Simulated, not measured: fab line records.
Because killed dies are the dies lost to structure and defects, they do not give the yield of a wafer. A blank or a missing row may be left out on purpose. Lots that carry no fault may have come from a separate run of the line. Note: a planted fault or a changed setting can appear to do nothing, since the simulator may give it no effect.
fab line records || flow n5_finfet
[record] {"lots": 3, "wafers": 9, "last_day": 17}
route steps=1938 shown BEOL_M1@771 BEOL_M4@1111 PASSIVATION@1936
lots with no fault: from the same line, run without faults
start_h: hours from the record's opening day to when the first of the lot's shown wafers began || wait_h: hours elapsed since this lot's preceding step || " the same as in the row above || L1.1+2: a single row standing in for several wafers || - no value present, or no start provided || * or withheld: withheld || < > ~ a bound
route shown NAME@n: NAME is a module with steps in the file, n the number in the route of the first one || usual: the fault-free wafers' mean and standard deviation || same: alike in all rows || chamber/n: place in a boat || sites: the reading at each site || _std_site: how widely they spread, as a standard deviation || _edge_site: the outer-site mean with the inner-site mean subtracted || radius_mm: how far each site lies from the wafer's centre || mask NAME#n: copy n || behind: the last tool/chamber to shape the wafer || hold: cause of the lot's hold/its duration in hours/its outcome || device: the transistor (n, p or np) that didn't switch || end of line: tests run on the same wafers once the route is complete || where a step has no rows: the recipe by itself || killed: at the first sort, the dies lost to defects and structure; wafer yield is something else || map: per-die view of a wafer (x killed, . not killed, _ where there is no die)
set.NAME: setting as actually run; set.NAME@STEP: the setting as run at that earlier step || model.NAME: the simulator's own value behind a step, which no gauge read
lots at selected steps of the route; one table per step, one row per wafer
services: from which hour (start_h, from the record's first day; less than 0 if before it) a tool's chamber was out of use, for how many hours, and why
[[steps]]
[step N5_BEOL_M1_STRIP_65]
[recipe] {"chemistry": "N2/H2", "temp_c": 40, "n2_flow_sccm": 200, "h2_flow_sccm": 200, "rf_frequency_hz": 6e+07}
[step N5_BEOL_M1_STRIP_75]
[recipe] {"chemistry": "N2/H2", "temp_c": 40, "n2_flow_sccm": 200, "h2_flow_sccm": 200, "rf_frequency_hz": 6e+07}
[step N5_BEOL_M1_STRIP_66]
[recipe] {"chemistry": "CF4", "resist": "SiARC", "power_w": 300, "bias_power_w": 75, "pressure_mtorr": 50, "cf4_flow_sccm": 150, "rf_frequency_hz": 6e+07}
[step N5_BEOL_M1_HM_OPEN_17]
[recipe] {"chemistry": "Cl2/BCl3", "target_depth_a": 200, "overetch_a": 60, "target": "TiN", "mask_material": "SOC", "ion_energy_ev": 150, "pressure_mtorr": 10, "icp_w": 1000, "bias_w": 126, "Cl2_flow_sccm": 53.25, "bcl3_flow_sccm": 21.75, "Ar_flow_sccm": 25}
[step N5_BEOL_M1_STRIP_19]
[recipe] {"chemistry": "O2", "power_w": 400, "temp_c": 40, "pressure_mtorr": 30, "rf_frequency_hz": 6e+07, "bias_power_w": 0, "overash_fraction": 0.2, "o2_flow_sccm": 225}
[step N5_BEOL_M1_COAT_67]
[recipe] {"resist": "SOC", "temp_c": 250, "time_s": 60, "spin_rpm": 1500, "resist_thk_nm": 60}
[step N5_BEOL_M1_COAT_68]
[recipe] {"resist": "SiARC", "temp_c": 220, "time_s": 60, "spin_rpm": 1500, "resist_thk_nm": 12}
[step N5_BEOL_M1_COAT_76]
[recipe] {"resist": "underlayer", "temp_c": 205, "time_s": 60, "spin_rpm": 1500, "resist_thk_nm": 5}
[step N5_BEOL_M1_COAT_22]
[recipe] {"resist": "CAR-EUV", "spin_rpm": 1500, "resist_thk_nm": 30}
[step N5_BEOL_M1_EBR_24]
[recipe] {"solvent": "PGMEA", "ebr_width_mm": 1.5}
[step N5_BEOL_M1_SOFTBAKE_23]
[recipe] {"temp_c": 110, "time_s": 60, "resist": "CAR-EUV"}
[step N5_BEOL_M1_EXPOSE_25]
[recipe] {"mask_id": "V0", "na": 0.33, "source_shape": "quasar", "sigma_inner": 0.2, "sigma_outer": 0.8, "polarization": "unpolarized", "defocus_nm": 5, "target_cd_nm": 24, "dose_mj": 63}
{"lot.wafer": "L379.2+3+5", "tool": "euv_scanner-01", "chamber": 0, "start_h": 153.47, "wait_h": "-", "mask": "V0#0"}
{"lot.wafer": "L384.1+3+6", "tool": "euv_scanner-01", "chamber": 0, "start_h": 189.16, "wait_h": "-", "mask": "V0#0"}
{"lot.wafer": "L395.1+2+5", "tool": "euv_scanner-01", "chamber": 0, "start_h": 264.20, "wait_h": "-", "mask": "V0#0"}
[step N5_BEOL_M1_PEB_26]
[recipe] {"peb_temp_c": 100, "peb_time_s": 60, "resist": "CAR-EUV"}
[step N5_BEOL_M1_DEVELOP_27]
[recipe] {"develop_time_s": 30, "developer": "TMAH", "resist": "CAR-EUV", "rinse_liquid": "surfactant_rinse", "dry": "air_spin", "dev_temp_c": 23}
[step N5_BEOL_M1_CD_MEAS_28]
[recipe] {"landing_energy_ev": 500, "detector": "se_inlens", "target_cd_y_nm": 23.3}
[usual] {"cd_nm": "23.92/0.24"}
{"lot.wafer": "L379.2", "tool": "cd_sem-02", "chamber": 0, "start_h": 153.61, "wait_h": "-", "cd_nm": 23.89}
{"lot.wafer": "L379.3", "tool": "cd_sem-02", "chamber": 0, "start_h": 153.61, "wait_h": "-", "cd_nm": 23.90}
{"lot.wafer": "L379.5", "tool": "cd_sem-02", "chamber": 0, "start_h": 153.61, "wait_h": "-", "cd_nm": 23.93}
{"lot.wafer": "L384.1", "tool": "cd_sem-01", "chamber": 0, "start_h": 189.30, "wait_h": "-", "cd_nm": 24.12}
{"lot.wafer": "L384.3", "tool": "cd_sem-01", "chamber": 0, "start_h": 189.30, "wait_h": "-", "cd_nm": 23.67}
{"lot.wafer": "L384.6", "tool": "cd_sem-01", "chamber": 0, "start_h": 189.30, "wait_h": "-", "cd_nm": 23.91}
{"lot.wafer": "L395.1", "tool": "cd_sem-01", "chamber": 0, "start_h": 264.35, "wait_h": "-", "cd_nm": 2.76}
{"lot.wafer": "L395.2", "tool": "cd_sem-01", "chamber": 0, "start_h": 264.35, "wait_h": "-", "cd_nm": 18.17}
{"lot.wafer": "L395.5", "tool": "cd_sem-01", "chamber": 0, "start_h": 264.35, "wait_h": "-", "cd_nm": 16.63}
[step N5_BEOL_M1_DESCUM_33]
[recipe] {"chemistry": "O2", "time_s": 7, "source_power_w": 50, "bias_power_w": 20, "pressure_mtorr": 20, "rf_frequency_hz": 2.712e+07, "temp_c": 40, "resist": "CAR-EUV", "o2_flow_sccm": 225}
[step N5_BEOL_M1_ETCH_77]
[recipe] {"chemistry": "N2/H2", "target": "underlayer", "target_depth_a": 65, "mask_material": "CAR-EUV", "time_s": 5.2, "ion_energy_ev": 200, "pressure_mtorr": 30, "source_w": 840, "bias_w": 150, "n2_flow_sccm": 200, "h2_flow_sccm": 200, "ends": "cleared"}
[step N5_BEOL_M1_ETCH_69]
[recipe] {"chemistry": "CF4", "target": "SiARC", "target_depth_a": 156, "mask_material": "CAR-EUV", "time_s": 26, "ion_energy_ev": 80, "pressure_mtorr": 40, "source_w": 545, "bias_w": 36, "Ar_flow_sccm": 100, "cf4_flow_sccm": 100, "ends": "cleared"}
[step N5_BEOL_M1_ALD_98]
[recipe] {"material": "SiO2", "target_thk_a": 25, "temp_c": 100, "ald_precursor_family": "BDEAS", "ald_co_reactant": "O2-plasma", "pulse_time_s": 1, "co_reactant_pulse_time_s": 1, "purge_time_s": 2, "co_reactant_purge_time_s": 2, "ald_cycles": 17, "pressure_torr": 2}
[step N5_BEOL_M1_ETCHBACK_99]
[recipe] {"chemistry": "CHF3", "target": "SiO2", "target_depth_a": 50, "time_s": 10.4, "source_w": 215, "bias_w": 47, "Ar_flow_sccm": 200, "CHF3_flow_sccm": 12, "ion_energy_ev": 100, "pressure_mtorr": 30}
[step N5_BEOL_M1_ETCH_70]
[recipe] {"chemistry": "N2/H2", "target": "SOC", "target_depth_a": 800, "overetch_a": 160, "mask_material": "SiARC", "temp_c": 40, "time_s": 120, "ion_energy_ev": 200, "pressure_mtorr": 30, "source_w": 840, "bias_w": 150, "n2_flow_sccm": 200, "h2_flow_sccm": 200}
[step N5_BEOL_M1_STRIP_71]
[recipe] {"chemistry": "N2/H2", "temp_c": 40, "n2_flow_sccm": 200, "h2_flow_sccm": 200, "rf_frequency_hz": 6e+07}
[step N5_BEOL_M1_STRIP_78]
[recipe] {"chemistry": "N2/H2", "temp_c": 40, "n2_flow_sccm": 200, "h2_flow_sccm": 200, "rf_frequency_hz": 6e+07}
[step N5_BEOL_M1_VIA_ETCH_34]
[recipe] {"chemistry": "C4F6/O2", "target_depth_a": 678, "mask_material": "SOC", "pressure_mtorr": 15, "ion_energy_ev": 250, "taper_deg": 4, "time_s": 64.4, "source_w": 350, "bias_w": 170, "Ar_flow_sccm": 300, "C4F6_flow_sccm": 10, "O2_flow_sccm": 10}
[usual] {"bias_w": "170.0/0.52", "drypump_motor_current_A": "5.7/0.52", "oes_product_au": "0.81/0.089", "rf_vpp_V": "664/8.4", "showerhead_plenum_p_Torr": "2.82/0.09", "throttle_valve_pct": "30.59/0.23"}
{"lot.wafer": "L379.2", "tool": "rie_diel-01", "chamber": 2, "start_h": 159.99, "wait_h": 0.0, "bias_w": 170.4, "drypump_motor_current_A": 5.0, "oes_product_au": 0.83, "rf_hours_counter_h": 68, "rf_vpp_V": 664, "showerhead_plenum_p_Torr": 2.77, "throttle_valve_pct": 30.49, "model.BEOL_M1.cd_nm": 17.6}
{"lot.wafer": "L379.3", "tool": "rie_diel-01", "chamber": 1, "start_h": 159.99, "wait_h": 0.0, "bias_w": 170.8, "drypump_motor_current_A": 5.8, "oes_product_au": 0.76, "rf_hours_counter_h": 145, "rf_vpp_V": 655, "showerhead_plenum_p_Torr": 2.73, "throttle_valve_pct": 30.30, "model.BEOL_M1.cd_nm": 17.6}
{"lot.wafer": "L379.5", "tool": "rie_diel-01", "chamber": 3, "start_h": 159.99, "wait_h": 0.0, "bias_w": 169.6, "drypump_motor_current_A": 4.7, "oes_product_au": 0.83, "rf_hours_counter_h": "-", "rf_vpp_V": 666, "showerhead_plenum_p_Torr": 2.74, "throttle_valve_pct": 30.36, "model.BEOL_M1.cd_nm": 17.4}
{"lot.wafer": "L384.1", "tool": "rie_diel-02", "chamber": 2, "start_h": 196.06, "wait_h": 0.0, "bias_w": 170.4, "drypump_motor_current_A": 6.0, "oes_product_au": 0.92, "rf_hours_counter_h": 19, "rf_vpp_V": 660, "showerhead_plenum_p_Torr": 2.78, "throttle_valve_pct": 30.73, "model.BEOL_M1.cd_nm": 17.8}
{"lot.wafer": "L384.3", "tool": "rie_diel-02", "chamber": 0, "start_h": 196.06, "wait_h": 0.0, "bias_w": 170.1, "drypump_motor_current_A": 5.9, "oes_product_au": 0.71, "rf_hours_counter_h": 226, "rf_vpp_V": 659, "showerhead_plenum_p_Torr": 2.81, "throttle_valve_pct": 30.84, "model.BEOL_M1.cd_nm": 18}
{"lot.wafer": "L384.6", "tool": "rie_diel-02", "chamber": 1, "start_h": 196.06, "wait_h": 0.0, "bias_w": 169.5, "drypump_motor_current_A": 6.0, "oes_product_au": 0.95, "rf_hours_counter_h": "-", "rf_vpp_V": 658, "showerhead_plenum_p_Torr": 2.80, "throttle_valve_pct": 30.73, "model.BEOL_M1.cd_nm": 18}
{"lot.wafer": "L395.1", "tool": "rie_diel-06", "chamber": 2, "start_h": 271.37, "wait_h": 0.0, "bias_w": 169.7, "drypump_motor_current_A": 5.6, "oes_product_au": 0.67, "rf_hours_counter_h": 247, "rf_vpp_V": 665, "showerhead_plenum_p_Torr": 2.80, "throttle_valve_pct": 30.41, "model.BEOL_M1.cd_nm": "-"}
{"lot.wafer": "L395.2", "tool": "rie_diel-06", "chamber": 1, "start_h": 271.37, "wait_h": 0.0, "bias_w": 170.0, "drypump_motor_current_A": 6.6, "oes_product_au": 0.84, "rf_hours_counter_h": 75, "rf_vpp_V": 684, "showerhead_plenum_p_Torr": 2.99, "throttle_valve_pct": 30.89, "model.BEOL_M1.cd_nm": 11.8}
{"lot.wafer": "L395.5", "tool": "rie_diel-06", "chamber": 3, "start_h": 271.37, "wait_h": 0.0, "bias_w": 169.9, "drypump_motor_current_A": 5.9, "oes_product_au": 0.81, "rf_hours_counter_h": "-", "rf_vpp_V": 661, "showerhead_plenum_p_Torr": 2.76, "throttle_valve_pct": 30.58, "model.BEOL_M1.cd_nm": 10.6}
[step N5_BEOL_M1_STRIP_83]
[recipe] {"chemistry": "C4F6/O2", "resist": "SiARC", "rf_frequency_hz": 6e+07}
[step N5_BEOL_M4_RC_MEAS_101]
[usual] {"DIBL_N": "35.9/1.3", "DIBL_P": "35.9/1.6", "IOFF_N": "0.156/0.022", "IOFF_P": "0.205/0.023", "ION_N": "675/9", "ION_P": "463/5.6", "SS_N": "71.4/0.57", "SS_P": "73.1/0.52", "VT_N": "249.7/2.8", "VT_P": "-250.2/2.5"}
{"lot.wafer": "L379.2", "tool": "prober-02", "chamber": 0, "start_h": 199.94, "wait_h": 0.2, "DIBL_N[mV/V]": 33.1, "DIBL_P[mV/V]": 33.5, "IOFF_N[nA/um]": 0.113, "IOFF_P[nA/um]": 0.175, "ION_N[uA/um]": 666, "ION_P[uA/um]": 466, "SS_N[mV/dec]": 71.0, "SS_P[mV/dec]": 72.9, "VT_N[mV]": 256.7, "VT_P[mV]": -249.9}
{"lot.wafer": "L379.3", "tool": "prober-02", "chamber": 0, "start_h": 199.94, "wait_h": 0.2, "DIBL_N[mV/V]": 36.0, "DIBL_P[mV/V]": 36.2, "IOFF_N[nA/um]": 0.151, "IOFF_P[nA/um]": 0.211, "ION_N[uA/um]": 679, "ION_P[uA/um]": 466, "SS_N[mV/dec]": 71.2, "SS_P[mV/dec]": 73.3, "VT_N[mV]": 251.8, "VT_P[mV]": -249.5}
{"lot.wafer": "L379.5", "tool": "prober-02", "chamber": 0, "start_h": 199.94, "wait_h": 0.2, "DIBL_N[mV/V]": 33.5, "DIBL_P[mV/V]": 33.2, "IOFF_N[nA/um]": 0.120, "IOFF_P[nA/um]": 0.171, "ION_N[uA/um]": 663, "ION_P[uA/um]": 457, "SS_N[mV/dec]": 71.6, "SS_P[mV/dec]": 72.5, "VT_N[mV]": 256.4, "VT_P[mV]": -251.0}
{"lot.wafer": "L384.1", "tool": "prober-01", "chamber": 0, "start_h": 229.51, "wait_h": 0.0, "DIBL_N[mV/V]": 36.3, "DIBL_P[mV/V]": 36.5, "IOFF_N[nA/um]": 0.162, "IOFF_P[nA/um]": 0.204, "ION_N[uA/um]": 678, "ION_P[uA/um]": 465, "SS_N[mV/dec]": 71.7, "SS_P[mV/dec]": 73.7, "VT_N[mV]": 246.0, "VT_P[mV]": -249.6}
{"lot.wafer": "L384.3", "tool": "prober-01", "chamber": 0, "start_h": 229.51, "wait_h": 0.0, "DIBL_N[mV/V]": 34.8, "DIBL_P[mV/V]": 34.2, "IOFF_N[nA/um]": 0.141, "IOFF_P[nA/um]": 0.179, "ION_N[uA/um]": 669, "ION_P[uA/um]": 465, "SS_N[mV/dec]": 70.8, "SS_P[mV/dec]": 73.2, "VT_N[mV]": 248.4, "VT_P[mV]": -251.7}
{"lot.wafer": "L384.6", "tool": "prober-01", "chamber": 0, "start_h": 229.51, "wait_h": 0.0, "DIBL_N[mV/V]": 35.2, "DIBL_P[mV/V]": 34.8, "IOFF_N[nA/um]": 0.142, "IOFF_P[nA/um]": 0.183, "ION_N[uA/um]": 669, "ION_P[uA/um]": 460, "SS_N[mV/dec]": 70.9, "SS_P[mV/dec]": 73.4, "VT_N[mV]": 249.2, "VT_P[mV]": -252.9}
[step N5_PASSIVATION_PROBE_49]
[usual] {"defect_limited_yield": "91.3/1.4", "killed_at_M0_to_M3": "35/11", "killed_at_M4_up": "14/5.4", "killed_at_contacts": "12/6.2", "killed_at_front_end": "38/11", "killed_at_other": "4.1/2.8", "killed_dies": "103/17", "killed_on_rim": "13/4", "killed_open": "66/13", "killed_short": "34/8.2", "sort_bin_5_function": "5.1/0.89", "sort_bin_6_memory": "3.3/0.72", "sort_n_pass": "1077/17", "sort_yield_pct": "91.3/1.4"}
[same] {"gross_dies": 1180, "killed_at_back_side": 0, "sort_bin_4_leakage[%]": 0, "sort_bin_8_speed[%]": 0}
{"lot.wafer": "L379.2", "tool": "prober-01", "chamber": "-", "start_h": 305.34, "wait_h": 0.1, "defect_limited_yield[%]": 91.5, "killed_at_M0_to_M3": 30, "killed_at_M4_up": 28, "killed_at_contacts": 10, "killed_at_front_end": 32, "killed_at_other": 0, "killed_dies": 100, "killed_on_rim": 11, "killed_open": 66, "killed_short": 29, "sort_bin_5_function[%]": 5.2, "sort_bin_6_memory[%]": 2.9, "sort_n_pass": 1080, "sort_yield_pct[%]": 91.5}
{"lot.wafer": "L379.3", "tool": "prober-01", "chamber": "-", "start_h": 305.39, "wait_h": 0.1, "defect_limited_yield[%]": 91.1, "killed_at_M0_to_M3": 28, "killed_at_M4_up": 10, "killed_at_contacts": 15, "killed_at_front_end": 49, "killed_at_other": 3, "killed_dies": 105, "killed_on_rim": 13, "killed_open": 58, "killed_short": 45, "sort_bin_5_function[%]": 5.9, "sort_bin_6_memory[%]": 2.6, "sort_n_pass": 1075, "sort_yield_pct[%]": 91.1}
{"lot.wafer": "L379.5", "tool": "prober-01", "chamber": "-", "start_h": 305.49, "wait_h": 0.2, "defect_limited_yield[%]": 89.7, "killed_at_M0_to_M3": 25, "killed_at_M4_up": 13, "killed_at_contacts": 19, "killed_at_front_end": 55, "killed_at_other": 9, "killed_dies": 121, "killed_on_rim": 18, "killed_open": 76, "killed_short": 41, "sort_bin_5_function[%]": 6.4, "sort_bin_6_memory[%]": 3.4, "sort_n_pass": 1059, "sort_yield_pct[%]": 89.7}
{"lot.wafer": "L395.1", "tool": "prober-01", "chamber": "-", "start_h": 414.12, "wait_h": 0.0, "defect_limited_yield[%]": 0, "killed_at_M0_to_M3": 1120, "killed_at_M4_up": 12, "killed_at_contacts": 5, "killed_at_front_end": 37, "killed_at_other": 6, "killed_dies": 1180, "killed_on_rim": 152, "killed_open": 66, "killed_short": 32, "sort_bin_5_function[%]": 96.5, "sort_bin_6_memory[%]": 3.2, "sort_n_pass": 0, "sort_yield_pct[%]": 0}
{"lot.wafer": "L395.2", "tool": "prober-01", "chamber": "-", "start_h": 414.17, "wait_h": 0.1, "defect_limited_yield[%]": 0, "killed_at_M0_to_M3": 1115, "killed_at_M4_up": 25, "killed_at_contacts": 13, "killed_at_front_end": 25, "killed_at_other": 2, "killed_dies": 1180, "killed_on_rim": 152, "killed_open": 70, "killed_short": 26, "sort_bin_5_function[%]": 96.8, "sort_bin_6_memory[%]": 2.8, "sort_n_pass": 0, "sort_yield_pct[%]": 0}
{"lot.wafer": "L395.5", "tool": "prober-01", "chamber": "-", "start_h": 414.32, "wait_h": 0.2, "defect_limited_yield[%]": 0, "killed_at_M0_to_M3": 1101, "killed_at_M4_up": 16, "killed_at_contacts": 7, "killed_at_front_end": 52, "killed_at_other": 4, "killed_dies": 1180, "killed_on_rim": 152, "killed_open": 72, "killed_short": 39, "sort_bin_5_function[%]": 96.0, "sort_bin_6_memory[%]": 3.1, "sort_n_pass": 0, "sort_yield_pct[%]": 0}
// killed by level:class
L379.2 BEOL_M4:geometric_particle:open=16 BEOL_M0_SAQP:geometric_particle:open=8 STI_FIN_REVEAL:geometric_particle:open=6 MOL_CONTACT_COAG:geometric_particle:open=6 BEOL_M0_SAQP:geometric_particle:short=6 BEOL_M1:geometric_particle:open=5 BEOL_M2:geometric_particle:open=5 BEOL_M6:geometric_particle:open=4
L379.3 FIN_SAQP:geometric_particle:short=10 MOL_CONTACT_COAG:geometric_particle:open=10 BEOL_M0_SAQP:geometric_particle:short=8 FIN_SAQP:geometric_particle:open=6 BEOL_M4:geometric_particle:open=6 MOL_CONTACT_COAG:geometric_particle:short=5 BEOL_M2:geometric_particle:open=5 STARTING-WAFER:geometric_particle:short=5
L379.5 MOL_CONTACT_COAG:geometric_particle:open=16 FIN_SAQP:geometric_particle:short=14 STI_FIN_REVEAL:geometric_particle:open=8 DUMMY_GATE:geometric_particle:open=8 FIN_SAQP:geometric_particle:open=7 BEOL_M1:geometric_particle:open=6 PASS1_CAP:geometric_particle:open=6 BEOL_M5:geometric_particle:open=5
L395.1 BEOL_M1:area_expose=1080 BEOL_M0_SAQP:geometric_particle:short=14 FIN_SAQP:geometric_particle:open=12 BEOL_M0_SAQP:geometric_particle:open=12 BEOL_M3:geometric_particle:open=7 BEOL_M5:geometric_particle:open=5 BEOL_M4:geometric_particle:open=5 FIN_SAQP:geometric_particle:short=4
L395.2 BEOL_M1:area_expose=1084 BEOL_M4:geometric_particle:open=15 MOL_CONTACT_COAG:geometric_particle:open=12 BEOL_M0_SAQP:geometric_particle:short=11 FIN_SAQP:geometric_particle:open=7 BEOL_M3:geometric_particle:open=7 BEOL_M0_SAQP:geometric_particle:open=6 ILD0:geometric_particle:short=4
L395.5 BEOL_M1:area_expose=1067 FIN_SAQP:geometric_particle:open=16 BEOL_M0_SAQP:geometric_particle:open=10 BEOL_M0_SAQP:geometric_particle:short=9 ILD0:geometric_particle:open=7 STARTING-WAFER:geometric_particle:short=7 BEOL_M2:geometric_particle:open=6 FIN_SAQP:geometric_particle:short=5
// map L395.1 (x killed, . not)
_________________xxxxxxxxxxxx________________
______________xxxxxxxxxxxxxxxxxx_____________
___________xxxxxxxxxxxxxxxxxxxxxxxx__________
__________xxxxxxxxxxxxxxxxxxxxxxxxxx_________
________xxxxxxxxxxxxxxxxxxxxxxxxxxxxxx_______
_______xxxxxxxxxxxxxxxxxxxxxxxxxxxxxxxx______
______xxxxxxxxxxxxxxxxxxxxxxxxxxxxxxxxxx_____
_____xxxxxxxxxxxxxxxxxxxxxxxxxxxxxxxxxxxx____
____xxxxxxxxxxxxxxxxxxxxxxxxxxxxxxxxxxxxxx___
___xxxxxxxxxxxxxxxxxxxxxxxxxxxxxxxxxxxxxxxx__
___xxxxxxxxxxxxxxxxxxxxxxxxxxxxxxxxxxxxxxxx__
__xxxxxxxxxxxxxxxxxxxxxxxxxxxxxxxxxxxxxxxxxx_
__xxxxxxxxxxxxxxxxxxxxxxxxxxxxxxxxxxxxxxxxxx_
_xxxxxxxxxxxxxxxxxxxxxxxxxxxxxxxxxxxxxxxxxxxx
_xxxxxxxxxxxxxxxxxxxxxxxxxxxxxxxxxxxxxxxxxxxx
_xxxxxxxxxxxxxxxxxxxxxxxxxxxxxxxxxxxxxxxxxxxx
_xxxxxxxxxxxxxxxxxxxxxxxxxxxxxxxxxxxxxxxxxxxx
_xxxxxxxxxxxxxxxxxxxxxxxxxxxxxxxxxxxxxxxxxxxx
_xxxxxxxxxxxxxxxxxxxxxxxxxxxxxxxxxxxxxxxxxxxx
_xxxxxxxxxxxxxxxxxxxxxxxxxxxxxxxxxxxxxxxxxxxx
_xxxxxxxxxxxxxxxxxxxxxxxxxxxxxxxxxxxxxxxxxxxx
__xxxxxxxxxxxxxxxxxxxxxxxxxxxxxxxxxxxxxxxxxx_
__xxxxxxxxxxxxxxxxxxxxxxxxxxxxxxxxxxxxxxxxxx_
___xxxxxxxxxxxxxxxxxxxxxxxxxxxxxxxxxxxxxxxx__
___xxxxxxxxxxxxxxxxxxxxxxxxxxxxxxxxxxxxxxxx__
____xxxxxxxxxxxxxxxxxxxxxxxxxxxxxxxxxxxxxx___
_____xxxxxxxxxxxxxxxxxxxxxxxxxxxxxxxxxxxx____
______xxxxxxxxxxxxxxxxxxxxxxxxxxxxxxxxxx_____
_______xxxxxxxxxxxxxxxxxxxxxxxxxxxxxxxx______
________xxxxxxxxxxxxxxxxxxxxxxxxxxxxxx_______
__________xxxxxxxxxxxxxxxxxxxxxxxxxx_________
___________xxxxxxxxxxxxxxxxxxxxxxxx__________
______________xxxxxxxxxxxxxxxxxx_____________
_________________xxxxxxxxxxxx________________
// map L384.6 (x killed, . not)
_________________............________________
______________...........x......_____________
___________.....................x..__________
__________............x............x_________
________...............x......x...x..._______
_______x...x...........................______
______......x..........x...x.x.......x.._____
_____............x........x....x.....x...____
____........................x.x......x....___
___.......xx.x.............................__
___.............xx.....x......x.xxx........__
__...x.x..x........................x....x..x_
__...............................x.....x...._
_..................x.x..x....x...............
_...x.x....x.x......x............xx..x..x....
_..................x........x.x...........x..
_...................x..xx......x.............
_..................x...x..x....xx........x..x
_...x....x.................x.......x.........
_..........x..x................x....x.....x..
_......................................x....x
__.........................x................_
__x.......x......x.........................._
___..............x........x........x..x...x__
___.x...........x..................x.......__
____..x.x.....x...................x...x...___
_____...........x.........x.........x....____
______............x............x..x....._____
_______.....xx..........x...x.x........______
________...x.........................._______
__________.x................xx......_________
___________........x.......x.x...x.__________
______________...x.............._____________
_________________..x..x...x..________________
[[services]]
{"tool": "rie_diel-02", "chamber": 1, "start_h": 131.21, "hours": "-", "kind": "clean"}
{"tool": "rie_diel-02", "chamber": 1, "start_h": 131.21, "hours": "-", "kind": "consumable_replace:focus_ring"}
{"tool": "rie_diel-02", "chamber": 1, "start_h": 131.21, "hours": 37.2, "kind": "scheduled_down"}
{"tool": "rie_diel-02", "chamber": 1, "start_h": 131.21, "hours": 37.2, "kind": "vent_cycle"}
{"tool": "rie_diel-02", "chamber": 2, "start_h": 132.32, "hours": 6.3, "kind": "repair"}
{"tool": "rie_diel-06", "chamber": 2, "start_h": 142.69, "hours": 23.3, "kind": "repair"}
{"tool": "euv_scanner-01", "chamber": 0, "start_h": 145.67, "hours": "-", "kind": "calibration"}
{"tool": "euv_scanner-01", "chamber": "-", "start_h": 176.48, "hours": 4.6, "kind": "pm"}
{"tool": "euv_scanner-01", "chamber": "-", "start_h": 184.31, "hours": 1.0, "kind": "pm"}
{"tool": "rie_diel-02", "chamber": "-", "start_h": 215.56, "hours": 14.6, "kind": "pm"}
{"tool": "rie_diel-01", "chamber": "-", "start_h": 231.04, "hours": 0.4, "kind": "repair"}
{"tool": "euv_scanner-01", "chamber": "-", "start_h": 240.46, "hours": 1.0, "kind": "pm"}
[[key]]
[first_sign] {"step": "N5_BEOL_M1_CD_MEAS_28", "reading": "cd_nm", "direction": "down", "sigmas": 48, "usual": 23.92, "struck": 12.52}
[effect] {"step": "N5_PASSIVATION_PROBE_49", "reading": "sort_bin_5_function", "direction": "up", "sigmas": "99+", "usual": 5.1, "struck": 96.4}
[model_effect] {"step": "N5_BEOL_M1_VIA_ETCH_34", "value": "BEOL_M1.cd_nm", "without": 17.7, "struck": 11.2}
[more_kills_born_at] {"N5_BEOL_M1_EXPOSE_25@euv_scanner-01": 3233}
met_at N5_BEOL_M1_EXPOSE_25
struck_wafers L395.1,L395.2,L395.5
later_rows_left_out L395.1,L395.2,L395.5
onset_between 189.16 264.20
also_fits time
[fault] {"kind": "process_parameter_drift", "tool": "euv_scanner-01", "chamber": "-", "onset_h": 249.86, "steps": "N5_BEOL_M1_EXPOSE_25", "channel": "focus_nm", "offset": 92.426, "spread_by_wafer": 0.3, "shape": "step", "end_h": 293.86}
// later_rows_left_out: the simulator's readings of these wafers behind a module that went badly wrong aren't trusted and aren't shown, but for the sort
